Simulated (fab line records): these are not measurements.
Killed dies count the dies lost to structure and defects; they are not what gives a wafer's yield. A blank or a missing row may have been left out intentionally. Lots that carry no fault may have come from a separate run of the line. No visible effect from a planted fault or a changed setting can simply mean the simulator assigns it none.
Lot-split experiment ; flow n5 finfet ; route with 1938 steps; 7 lots, 21 wafers read

== THE SPLIT ==
At N5_BEOL_M8_EXPOSE_08 (exposes mask M8), the setting dose mj was moved away from the recipe's 68.25 on 7 of the 21 wafers read, by +2.1% to +7.1%. The other wafers ran this setting at the recipe's value.

== FROM THE SPLIT TO THE READING: what the file shows between them, 2 steps ==
- N5_BEOL_M8_PEB_09: peb time 60 s
- N5_BEOL_M8_DEVELOP_10: develop time 30 s

== THE READING ==
cd nm, in nm, at N5_BEOL_M8_CD_MEAS_11 (target cd 38.5 nm). On this fab line, fault-free wafers typically give 38.6 nm with a standard deviation of 0.71 nm.

wafer;tool, chamber at the split;dose mj as run;against the recipe;cd nm, nm;against lot-mates on the recipe
L074.4;arfi scanner-03, 0;68.25;recipe;37.7;-
L074.5;arfi scanner-03, 0;68.25;recipe;37.3;-
L074.6;arfi scanner-03, 0;68.25;recipe;37.8;-
L080.1;arfi scanner-03, 0;69.68;+2.1%;38.1;-0.4
L080.3;arfi scanner-03, 0;68.25;recipe;38.5;-
L080.4;arfi scanner-03, 0;69.68;+2.1%;38.9;+0.4
L082.1;arfi scanner-01, 0;73.09;+7.1%;41.0;+3.2
L082.4;arfi scanner-01, 0;73.09;+7.1%;41.3;+3.5
L082.5;arfi scanner-01, 0;68.25;recipe;37.8;-
L088.1;arfi scanner-02, 0;68.25;recipe;39.3;-
L088.3;arfi scanner-02, 0;69.91;+2.4%;40.9;+1.4
L088.5;arfi scanner-02, 0;68.25;recipe;39.8;-
L090.2;arfi scanner-03, 0;68.25;recipe;38.4;-
L090.5;arfi scanner-03, 0;68.25;recipe;38.3;-
L090.6;arfi scanner-03, 0;68.25;recipe;38.9;-
L096.2;arfi scanner-01, 0;68.25;recipe;38.8;-
L096.5;arfi scanner-01, 0;68.25;recipe;38.8;-
L096.6;arfi scanner-01, 0;68.25;recipe;38.8;-
L095.2;arfi scanner-03, 0;68.25;recipe;38.3;-
L095.3;arfi scanner-03, 0;71.17;+4.3%;40.2;+1.9
L095.5;arfi scanner-03, 0;71.17;+4.3%;39.8;+1.5

FIT RESULTS
A straight line over all 21 wafers: cd nm changes by +0.379 nm for each +1% of dose mj; r = +0.79; the points scatter about the line by 0.72 nm.
The same after taking each lot's own level away (the mean of its wafers on the recipe; 21 wafers): +0.445 nm for each +1%; r = +0.94; scatter 0.38 nm.
Per that fit: largest dose mj move, reading shift of 3.2 nm.
The lots' own levels span 37.60 to 39.55 nm, that is 2.7 times the standard deviation above.
So the lot-to-lot level blurs the effect unless lot-mates are compared.
Check: +3.02 nm against its lot-mates is what the line predicts for one of the wafers moved furthest among these (+7.1%) when that wafer is left out of the fit. It came out at +3.2 nm against them.

== FILE'S OWN FIT ==
cd nm changes by +0.442 nm for each +1% of dose mj, r = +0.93.
